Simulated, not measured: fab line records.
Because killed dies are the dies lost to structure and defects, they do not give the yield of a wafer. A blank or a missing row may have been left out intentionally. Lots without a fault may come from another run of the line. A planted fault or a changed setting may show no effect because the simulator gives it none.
fab line records	flow n5-finfet	part 1 of 2: steps 1 to 26 of 34
record: lots: 5	wafers: 15	last-day: 18
route steps=1938 shown PMOS_HMC_CHANNEL_EPI@81 FIN_SAQP@90
lots that met no fault: taken from a fault-free run of the same line
start-h: the number of hours between the record's first day and the start of the first shown wafer of the lot	wait-h: time in hours since the lot's previous step	" same as the row above	L1.1+2: one row covering several wafers at once	- no value, or no start given	* or withheld: withheld	< > ~ a bound
route shown NAME@n: names a module that has steps shown in the file, with the first one's number in the route	usual: the fault-free wafers' mean and standard deviation	same: alike in all rows	chamber/n: place in a boat	sites: each site's reading	_std_site: standard deviation of those values	_edge_site: outer sites' mean less inner sites'	radius-mm: how far each site lies from the wafer's centre	mask NAME#n: copy n	behind: the most recent tool/chamber to have shaped the wafer	hold: the reason the lot was held/the length of the hold in hours/how it ended	device: the n, p or np transistor that did not switch	end of line: tests of these same wafers at the route's end	a step without rows: its recipe alone	killed: not the wafer's yield, but the dies lost to structure and defects at the first sort	map: shows each die of a wafer: x if killed, . if not, _ if none is there
set.NAME: the setting the step ran with; set.NAME@STEP: the setting that earlier step ran with	model.NAME: the simulator's own value behind a step, which no gauge read
lots at selected steps of the route; one table per step, one row per wafer
services: from which hour (start-h, from the record's first day; less than 0 if before it) a tool's chamber was out of use, for how many hours, and why
== steps ==
step: N5_PMOS_HMC_CHANNEL_EPI_CMP_21
recipe: material: SiGe30	post-cmp-clean: alkaline-brush	target-thk-nm: 54
usual: edge-zone-pressure-frac: 1.000/0.0052	motor-current-A: 12.9/1.3
lot.wafer	tool	chamber	start-h	wait-h	edge-zone-pressure-frac	motor-current-A
L081.4	cmp-02	0	61.00	0.0	0.988	11.6
L081.1	"	1	"	"	0.999	13.6
L081.3	"	3	"	"	0.993	12.5
L087.3	cmp-03	0	100.32	0.1	0.993	10.9
L087.2	"	1	"	"	1.004	13.3
L087.6	"	0	"	"	0.988	11.4
L090.3	cmp-02	2	115.37	0.0	1.006	13.8
L090.1	"	1	"	"	1.008	12.8
L090.5	"	3	"	"	0.995	13.4
L092.3	cmp-04	3	127.93	0.0	0.994	15.6
L092.1	"	0	"	"	0.991	11.3
L092.2	"	1	"	"	1.001	12.0
L095.2	cmp-03	2	145.35	0.0	1.000	12.5
L095.3	"	3	"	"	1.000	13.9
L095.6	"	2	"	"	1.001	12.4
step: N5_PMOS_HMC_CHANNEL_EPI_THK_MEAS_22
recipe: reads: SiGe30_of_PMOS_HMC_CHANNEL_EPI_EPI_20
usual: HMC_CMP_THK: 53.9/1.1
lot.wafer	tool	chamber	start-h	wait-h	HMC_CMP_THK[nm]
L081.1	film-metro-02	-	61.29	-	54.2
L081.3	"	-	"	"	52.4
L081.4	"	-	"	"	54.8
L087.2	film-metro-01	-	100.61	-	54.7
L087.3	"	-	"	"	54.6
L087.6	"	-	"	"	54.6
L090.1	film-metro-02	-	115.66	-	52.3
L090.3	"	-	"	"	52.5
L090.5	"	-	"	"	54.7
L092.1	film-metro-01	-	128.23	-	53.1
L092.2	"	-	"	"	54.2
L092.3	"	-	"	"	53.3
L095.2	film-metro-02	-	145.64	-	55.1
L095.3	"	-	"	"	53.6
L095.6	"	-	"	"	55.3
step: N5_PMOS_HMC_CHANNEL_EPI_PRECLEAN_40
recipe: chemistry: DHF	time-s: 30	temp-c: 25	dilution: withheld
lot.wafer	tool	chamber	start-h	wait-h
L081.1+3+4	wet-bench-05	7,1,6	61.32	0.0
L087.2+3+6	wet-bench-01	5,6,7	100.64	0.0
L090.1+3+5	wet-bench-01	5,7,0	115.69	0.0
L092.1+2+3	wet-bench-01	6,7,5	128.25	0.0
L095.2+3+6	wet-bench-01	0,1,2	145.67	0.0
step: N5_PMOS_HMC_CHANNEL_EPI_PRECLEAN_37
recipe: chemistry: O3/DIW	time-s: 45	temp-c: 22	o3-ppm: 10
lot.wafer	tool	chamber	start-h	wait-h
L081.1+3+4	wet-bench-05	7,1,6	61.33	0.0
L087.2+3+6	wet-bench-01	5,6,7	100.65	0.0
L090.1+3+5	wet-bench-01	5,7,0	115.70	0.0
L092.1+2+3	wet-bench-01	6,7,5	128.27	0.0
L095.2+3+6	wet-bench-01	0,1,2	145.69	0.0
step: N5_PMOS_HMC_CHANNEL_EPI_PRECLEAN_24
recipe: chemistry: DHF	time-s: 30	temp-c: 25	dilution: withheld
lot.wafer	tool	chamber	start-h	wait-h
L081.1+3+4	wet-bench-05	7,1,6	61.34	0.0
L087.2+3+6	wet-bench-01	5,6,7	100.67	0.0
L090.1+3+5	wet-bench-01	5,7,0	115.72	0.0
L092.1+2+3	wet-bench-01	6,7,5	128.28	0.0
L095.2+3+6	wet-bench-01	0,1,2	145.71	0.0
step: N5_PMOS_HMC_CHANNEL_EPI_SRD_25
recipe: dry: ipa-marangoni	do-ppb: 5	time-s: 30	temp-c: 23	rinse-liquid: diw
lot.wafer	tool	chamber	start-h	wait-h
L081.1+3+4	wet-bench-05	7,1,6	61.35	0.0
L087.2+3+6	wet-bench-01	5,6,7	100.67	0.0
L090.1+3+5	wet-bench-01	5,7,0	115.73	0.0
L092.1+2+3	wet-bench-01	6,7,5	128.29	0.0
L095.2+3+6	wet-bench-01	0,1,2	145.73	0.0
step: N5_PMOS_HMC_CHANNEL_EPI_EPI_26
recipe: material: Si	target-thk-a: 38	temp-c: 650	precursor: SiH4/H2	pressure-torr: 20	time-s: 22.7
usual: lamp-inner-pct: 14.9/0.73	susceptor_temp_C_max: 651.2/0.42	throttle-valve-pct: 11.4/0.39
lot.wafer	tool	chamber	start-h	wait-h	lamp-inner-pct	susceptor_temp_C_max	throttle-valve-pct
L081.1	epi-rpcvd-02	0	61.40	0.0	14.7	651.1	11.8
L081.3	"	0	"	"	14.6	651.4	12.0
L081.4	"	0	"	"	14.7	651.3	11.6
L087.2	epi-rpcvd-01	0	100.77	0.1	14.0	651.0	10.8
L087.3	"	0	"	"	13.9	650.9	10.9
L087.6	"	0	"	"	13.6	651.2	10.6
L090.1	epi-rpcvd-04	0	115.78	0.0	15.8	651.5	11.2
L090.3	"	0	"	"	15.7	651.3	11.7
L090.5	"	0	"	"	15.8	650.5	11.6
L092.1	epi-rpcvd-04	0	128.34	0.0	15.9	650.9	11.4
L092.2	"	0	"	"	15.7	651.0	11.4
L092.3	"	0	"	"	15.9	651.0	11.4
L095.2	epi-rpcvd-02	0	145.85	0.1	14.6	651.0	11.6
L095.3	"	0	"	"	14.7	651.7	11.7
L095.6	"	0	"	"	14.8	651.4	11.8
step: N5_PMOS_HMC_CHANNEL_EPI_INSPECT_30
recipe: inspect-instrument: darkfield	mode: post-epi
usual: raw-defect-count: 17/6.1
lot.wafer	tool	chamber	start-h	wait-h	raw-defect-count
L081.1	defect-inspect-01	-	61.77	0.0	14
L081.3	"	-	"	"	13
L081.4	"	-	"	"	21
L087.2	defect-inspect-01	-	101.10	0.0	24
L087.3	"	-	"	"	22
L087.6	"	-	"	"	11
L090.1	defect-inspect-01	-	116.25	0.0	15
L090.3	"	-	"	"	13
L090.5	"	-	"	"	12
L092.1	defect-inspect-02	-	128.81	0.0	28
L092.2	"	-	"	"	14
L092.3	"	-	"	"	11
L095.2	defect-inspect-01	-	146.17	0.0	17
L095.3	"	-	"	"	15
L095.6	"	-	"	"	11
step: N5_FIN_SAQP_PRECLEAN_42
recipe: chemistry: O3/DIW	time-s: 60	temp-c: 22	o3-ppm: 10
lot.wafer	tool	chamber	start-h	wait-h
L081.1+3+4	wet-bench-02	6,1,7	61.80	0.0
L087.2+3+6	wet-bench-02	0,1,6	101.12	0.0
L090.1+3+5	wet-bench-04	6,7,1	116.27	0.0
L092.1+2+3	wet-bench-06	2,6,0	128.84	0.0
L095.2+3+6	wet-bench-02	6,2,3	146.19	0.0
step: N5_FIN_SAQP_PRECLEAN_00
recipe: chemistry: SC1	time-s: 60	temp-c: 55	mix: 1:2:50
lot.wafer	tool	chamber	start-h	wait-h
L081.1+3+4	wet-bench-02	6,1,7	61.82	0.0
L087.2+3+6	wet-bench-02	0,1,6	101.14	0.0
L090.1+3+5	wet-bench-04	6,7,1	116.29	0.0
L092.1+2+3	wet-bench-06	2,6,0	128.86	0.0
L095.2+3+6	wet-bench-02	6,2,3	146.21	0.0
step: N5_FIN_SAQP_PRECLEAN_44
recipe: chemistry: SC2	time-s: 45	temp-c: 35	mix: 1:1:50
lot.wafer	tool	chamber	start-h	wait-h
L081.1+3+4	wet-bench-02	6,1,7	61.83	0.0
L087.2+3+6	wet-bench-02	0,1,6	101.16	0.0
L090.1+3+5	wet-bench-04	6,7,1	116.31	0.0
L092.1+2+3	wet-bench-06	2,6,0	128.87	0.0
L095.2+3+6	wet-bench-02	6,2,3	146.23	0.0
step: N5_FIN_SAQP_SRD_01
recipe: dry: ipa-marangoni	time-s: 30	temp-c: 23	rinse-liquid: diw
lot.wafer	tool	chamber	start-h	wait-h
L081.1+3+4	wet-bench-02	6,1,7	61.85	0.0
L087.2+3+6	wet-bench-02	0,1,6	101.17	0.0
L090.1+3+5	wet-bench-04	6,7,1	116.32	0.0
L092.1+2+3	wet-bench-06	2,6,0	128.89	0.0
L095.2+3+6	wet-bench-02	6,2,3	146.24	0.0
step: N5_FIN_SAQP_ALD_61
recipe: material: SiO2	target-thk-a: 40	temp-c: 300	ald-precursor-family: BDEAS	ald-co-reactant: O2-plasma	pulse-time-s: 1	purge-time-s: 2	co-reactant-purge-time-s: 2	ald-cycles: 43	pressure-torr: 2
usual: heater-power-w: 478/42	precursor-pulse-height-rel: 1.001/0.019
lot.wafer	tool	chamber	start-h	wait-h	heater-power-w	precursor-pulse-height-rel
L081.1	ald-sin-03	0	63.15	1.3	458	0.985
L081.3	"	1	"	"	495	1.009
L081.4	"	3	"	"	449	0.965
L087.2	ald-sin-02	0	101.35	0.2	420	0.982
L087.3	"	3	"	"	462	0.997
L087.6	"	0	"	"	414	0.983
L090.1	ald-sin-02	1	116.37	0.0	450	1.015
L090.3	"	2	"	"	433	0.981
L090.5	"	1	"	"	457	0.986
L092.1	ald-sin-04	0	128.93	0.0	425	1.021
L092.2	"	3	"	"	547	0.985
L092.3	"	2	"	"	525	0.987
L095.2	ald-sin-03	1	146.29	0.0	513	0.993
L095.3	"	2	"	"	465	0.983
L095.6	"	1	"	"	519	0.958
step: N5_FIN_SAQP_DENSIFY_62
recipe: temp-c: 700	time-s: 60	ambient: N2	idle-temp-c: 600	ramp-up-c-per-s: 150	ramp-down-c-per-s: 60	cool-to-c: 600
usual: lamp-power-pct: 9.85/0.052	lamp_zone_2_pct: 9.845/0.011	wafer_temp_C_max: 703.3/0.53
lot.wafer	tool	chamber	start-h	wait-h	lamp-power-pct	lamp_zone_2_pct	wafer_temp_C_max
L081.1	rtp-anneal-01	0	63.35	0.1	9.79	9.845	703.1
L081.3	"	0	"	"	9.86	9.851	703.2
L081.4	"	0	"	"	9.95	9.857	702.7
L087.2	rtp-anneal-01	0	101.58	0.1	9.75	9.848	703.9
L087.3	"	0	"	"	9.88	9.849	702.8
L087.6	"	0	"	"	9.86	9.843	702.9
L090.1	rtp-anneal-01	0	116.64	0.2	9.86	9.836	703.3
L090.3	"	0	"	"	9.81	9.860	703.1
L090.5	"	0	"	"	9.89	9.832	703.8
L092.1	rtp-anneal-02	0	129.31	0.3	9.82	9.844	703.2
L092.2	"	0	"	"	9.81	9.848	702.8
L092.3	"	0	"	"	9.83	9.830	702.7
L095.2	rtp-anneal-01	0	146.52	0.1	10.02	9.825	703.5
L095.3	"	0	"	"	9.80	9.843	702.4
L095.6	"	0	"	"	9.84	9.855	703.0
step: N5_FIN_SAQP_HM_DEP_03
recipe: material: SiNx	target-thk-a: 380	temp-c: 400	precursor: SiH4/NH3/N2	pressure-torr: 1.5	rf-w: 300	time-s: 33.6
usual: heater-power-w: 793/75	showerhead-plenum-p-Torr: 5.16/0.083	throttle-valve-pct: 39.0/1.1
lot.wafer	tool	chamber	start-h	wait-h	heater-power-w	showerhead-plenum-p-Torr	throttle-valve-pct
L081.1	pecvd-04	1	63.56	0.2	682	5.08	41.3
L081.3	"	2	"	"	849	5.15	39.5
L081.4	"	1	"	"	654	5.06	41.4
L087.2	pecvd-02	1	101.77	0.2	853	5.06	38.2
L087.3	"	2	"	"	840	5.19	38.6
L087.6	"	2	"	"	849	5.18	38.5
L090.1	pecvd-03	2	116.86	0.2	668	5.11	38.4
L090.3	"	0	"	"	911	5.12	37.8
L090.5	"	0	"	"	884	5.12	37.9
L092.1	pecvd-03	1	129.52	0.2	844	5.32	39.3
L092.2	"	0	"	"	902	5.13	38.2
L092.3	"	2	"	"	668	5.13	38.3
L095.2	pecvd-03	1	146.71	0.2	810	5.32	39.8
L095.3	"	2	"	"	707	5.13	38.3
L095.6	"	2	"	"	716	5.12	38.4
step: N5_FIN_SAQP_THK_MEAS_05
usual: thk-nm: 38.1/0.54
lot.wafer	tool	chamber	start-h	wait-h	thk-nm
L081.1	film-metro-01	-	63.68	0.1	37.8
L081.3	"	-	"	"	38.4
L081.4	"	-	"	"	38.4
L087.2	film-metro-01	-	101.86	0.1	38.1
L087.3	"	-	"	"	38.0
L087.6	"	-	"	"	38.5
L090.1	film-metro-01	-	116.94	0.1	38.3
L090.3	"	-	"	"	37.3
L090.5	"	-	"	"	37.9
L092.1	film-metro-01	-	129.61	0.1	38.1
L092.2	"	-	"	"	37.5
L092.3	"	-	"	"	39.0
L095.2	film-metro-02	-	146.79	0.1	37.4
L095.3	"	-	"	"	38.2
L095.6	"	-	"	"	38.8
step: N5_FIN_SAQP_PECVD_47
recipe: material: a-Si	target-thk-a: 450	temp-c: 400	precursor: SiH4/He	pressure-torr: 3	rf-w: 100	time-s: 36.3
usual: heater-power-w: 865/76	showerhead-plenum-p-Torr: 5.67/0.057	throttle-valve-pct: 17.8/0.53
lot.wafer	tool	chamber	start-h	wait-h	heater-power-w	showerhead-plenum-p-Torr	throttle-valve-pct
L081.1	pecvd-03	0	63.71	0.0	816	5.64	17.3
L081.3	"	2	"	"	708	5.66	17.5
L081.4	"	0	"	"	824	5.66	17.4
L087.2	pecvd-03	2	101.89	0.0	673	5.65	17.6
L087.3	"	1	"	"	800	5.81	17.8
L087.6	"	1	"	"	809	5.80	18.0
L090.1	pecvd-04	2	116.98	0.0	857	5.65	18.3
L090.3	"	1	"	"	852	5.63	19.0
L090.5	"	1	"	"	856	5.61	18.8
L092.1	pecvd-04	1	129.65	0.0	815	5.62	18.7
L092.2	"	0	"	"	776	5.70	18.7
L092.3	"	2	"	"	953	5.66	18.2
L095.2	pecvd-02	2	146.83	0.0	933	5.70	17.9
L095.3	"	0	"	"	941	5.64	17.5
L095.6	"	1	"	"	966	5.61	17.5
step: N5_FIN_SAQP_PECVD_48
recipe: material: SiNx	target-thk-a: 250	temp-c: 400	precursor: SiH4/NH3/N2	pressure-torr: 1.5	rf-w: 300	time-s: 22.1
usual: heater-power-w: 798/75	showerhead-plenum-p-Torr: 5.14/0.078	throttle-valve-pct: 39.1/1.1
lot.wafer	tool	chamber	start-h	wait-h	heater-power-w	showerhead-plenum-p-Torr	throttle-valve-pct
L081.1	pecvd-03	0	63.76	0.0	887	5.12	38.0
L081.3	"	2	"	"	615	5.11	38.4
L081.4	"	0	"	"	894	5.14	37.8
L087.2	pecvd-03	2	101.93	0.0	688	5.11	38.4
L087.3	"	1	"	"	794	5.33	39.3
L087.6	"	1	"	"	803	5.33	39.1
L090.1	pecvd-04	2	117.02	0.0	789	5.13	39.8
L090.3	"	1	"	"	755	5.08	41.4
L090.5	"	1	"	"	743	5.08	40.9
L092.1	pecvd-04	1	129.69	0.0	730	5.10	41.2
L092.2	"	0	"	"	742	5.20	41.1
L092.3	"	2	"	"	889	5.14	40.2
L095.2	pecvd-02	2	146.87	0.0	792	5.18	38.6
L095.3	"	0	"	"	911	5.11	38.5
L095.6	"	1	"	"	839	5.07	38.3
step: N5_FIN_SAQP_PECVD_06
recipe: material: a-Si	target-thk-a: 600	temp-c: 400	precursor: SiH4/He	pressure-torr: 3	rf-w: 100	time-s: 48.1
usual: heater-power-w: 868/78	showerhead-plenum-p-Torr: 5.67/0.058	throttle-valve-pct: 17.8/0.54
lot.wafer	tool	chamber	start-h	wait-h	heater-power-w	showerhead-plenum-p-Torr	throttle-valve-pct
L081.1	pecvd-03	0	63.79	0.0	982	5.66	17.2
L081.3	"	2	"	"	698	5.66	17.6
L081.4	"	0	"	"	816	5.66	17.3
L087.2	pecvd-03	2	101.97	0.0	749	5.66	17.6
L087.3	"	1	"	"	900	5.82	18.2
L087.6	"	1	"	"	919	5.80	17.9
L090.1	pecvd-04	2	117.06	0.0	890	5.66	18.3
L090.3	"	1	"	"	825	5.64	18.9
L090.5	"	1	"	"	852	5.62	18.7
L092.1	pecvd-04	1	129.73	0.0	819	5.61	18.9
L092.2	"	0	"	"	855	5.72	18.7
L092.3	"	2	"	"	966	5.65	18.5
L095.2	pecvd-02	2	146.91	0.0	952	5.70	17.6
L095.3	"	0	"	"	970	5.64	17.9
L095.6	"	1	"	"	830	5.61	17.5
step: N5_FIN_SAQP_THK_MEAS_07
usual: thk-nm: 59.9/0.78
lot.wafer	tool	chamber	start-h	wait-h	thk-nm
L081.1	film-metro-02	-	63.88	0.1	59.3
L081.3	"	-	"	"	58.8
L081.4	"	-	"	"	59.3
L087.2	film-metro-02	-	102.06	0.1	58.6
L087.3	"	-	"	"	59.4
L087.6	"	-	"	"	60.1
L090.1	film-metro-02	-	117.15	0.1	60.2
L090.3	"	-	"	"	60.7
L090.5	"	-	"	"	61.0
L092.1	film-metro-01	-	129.82	0.1	59.5
L092.2	"	-	"	"	59.4
L092.3	"	-	"	"	59.3
L095.2	film-metro-02	-	147.00	0.1	58.0
L095.3	"	-	"	"	59.6
L095.6	"	-	"	"	58.8
step: N5_FIN_SAQP_HM_DEP_72
recipe: material: SiO2	target-thk-a: 120	temp-c: 400	precursor: SiH4/N2O	pressure-torr: 0.75	rf-w: 275	time-s: 7.2
usual: heater-power-w: 804/86	showerhead-plenum-p-Torr: 8.18/0.18
lot.wafer	tool	chamber	start-h	wait-h	heater-power-w	showerhead-plenum-p-Torr
L081.1	pecvd-02	1	63.92	0.0	777	7.99
L081.3	"	1	"	"	798	7.97
L081.4	"	0	"	"	899	8.08
L087.2	pecvd-03	0	102.10	0.0	899	8.14
L087.3	"	2	"	"	633	8.09
L087.6	"	1	"	"	857	8.53
L090.1	pecvd-03	2	117.19	0.0	699	8.08
L090.3	"	0	"	"	885	8.11
L090.5	"	1	"	"	821	8.51
L092.1	pecvd-02	1	129.85	0.0	855	7.95
L092.2	"	2	"	"	889	8.21
L092.3	"	0	"	"	908	8.10
L095.2	pecvd-03	2	147.04	0.0	598	8.09
L095.3	"	0	"	"	796	8.14
L095.6	"	1	"	"	838	8.52
step: N5_FIN_SAQP_COAT_49
recipe: resist: SOC	temp-c: 250	time-s: 60	spin-rpm: 1500	resist-thk-nm: 100
usual: exhaust-pa: 45.2/0.97
lot.wafer	tool	chamber	start-h	wait-h	exhaust-pa
L081.1	litho-track-02	0	64.02	0.1	45.6
L081.3	"	0	"	"	44.9
L081.4	"	0	"	"	44.2
L087.2	litho-track-05	0	102.18	0.1	45.7
L087.3	"	0	"	"	46.5
L087.6	"	0	"	"	45.3
L090.1	litho-track-02	0	117.26	0.1	43.8
L090.3	"	0	"	"	44.8
L090.5	"	0	"	"	45.0
L092.1	litho-track-02	0	129.93	0.1	45.8
L092.2	"	0	"	"	44.3
L092.3	"	0	"	"	44.9
L095.2	litho-track-02	0	147.11	0.1	46.0
L095.3	"	0	"	"	45.2
L095.6	"	0	"	"	45.7
step: N5_FIN_SAQP_COAT_50
recipe: resist: SiARC	temp-c: 220	time-s: 60	spin-rpm: 1500	resist-thk-nm: 35
usual: exhaust-pa: 44.9/0.91
lot.wafer	tool	chamber	start-h	wait-h	exhaust-pa
L081.1	litho-track-02	0	-	-	44.8
L081.3	"	0	"	"	47.1
L081.4	"	0	"	"	45.2
L087.2	litho-track-05	0	-	-	44.2
L087.3	"	0	"	"	45.0
L087.6	"	0	"	"	45.7
L090.1	litho-track-02	0	-	-	44.8
L090.3	"	0	"	"	43.2
L090.5	"	0	"	"	44.9
L092.1	litho-track-02	0	-	-	44.5
L092.2	"	0	"	"	44.9
L092.3	"	0	"	"	46.2
L095.2	litho-track-02	0	-	-	45.3
L095.3	"	0	"	"	44.0
L095.6	"	0	"	"	46.2
step: N5_FIN_SAQP_COAT_10
recipe: resist: CAR-ArF	spin-rpm: 1500	resist-thk-nm: 90
usual: exhaust-pa: 44.9/0.92
lot.wafer	tool	chamber	start-h	wait-h	exhaust-pa
L081.1	litho-track-02	0	-	-	45.6
L081.3	"	0	"	"	45.4
L081.4	"	0	"	"	45.3
L087.2	litho-track-05	0	-	-	44.4
L087.3	"	0	"	"	45.0
L087.6	"	0	"	"	43.9
L090.1	litho-track-02	0	-	-	44.4
L090.3	"	0	"	"	46.0
L090.5	"	0	"	"	45.4
L092.1	litho-track-02	0	-	-	43.7
L092.2	"	0	"	"	44.3
L092.3	"	0	"	"	45.6
L095.2	litho-track-02	0	-	-	44.5
L095.3	"	0	"	"	44.4
L095.6	"	0	"	"	45.5
step: N5_FIN_SAQP_EBR_12
recipe: solvent: PGMEA	ebr-width-mm: 1.5
usual: exhaust-pa: 44.9/1
lot.wafer	tool	chamber	start-h	wait-h	exhaust-pa
L081.1	litho-track-02	0	-	-	43.5
L081.3	"	0	"	"	43.4
L081.4	"	0	"	"	44.6
L087.2	litho-track-05	0	-	-	44.6
L087.3	"	0	"	"	45.0
L087.6	"	0	"	"	44.3
L090.1	litho-track-02	0	-	-	44.4
L090.3	"	0	"	"	45.0
L090.5	"	0	"	"	43.8
L092.1	litho-track-02	0	-	-	44.0
L092.2	"	0	"	"	43.3
L092.3	"	0	"	"	43.6
L095.2	litho-track-02	0	-	-	44.0
L095.3	"	0	"	"	44.2
L095.6	"	0	"	"	44.4
step: N5_FIN_SAQP_SOFTBAKE_11
recipe: temp-c: 110	time-s: 60	resist: CAR-ArF
usual: exhaust-pa: 45.0/0.98
lot.wafer	tool	chamber	start-h	wait-h	exhaust-pa
L081.1	litho-track-02	0	-	-	43.6
L081.3	"	0	"	"	45.6
L081.4	"	0	"	"	44.6
L087.2	litho-track-05	0	-	-	43.8
L087.3	"	0	"	"	44.2
L087.6	"	0	"	"	44.9
L090.1	litho-track-02	0	-	-	44.9
L090.3	"	0	"	"	45.0
L090.5	"	0	"	"	44.6
L092.1	litho-track-02	0	-	-	45.6
L092.2	"	0	"	"	44.7
L092.3	"	0	"	"	45.5
L095.2	litho-track-02	0	-	-	45.6
L095.3	"	0	"	"	46.6
L095.6	"	0	"	"	46.6
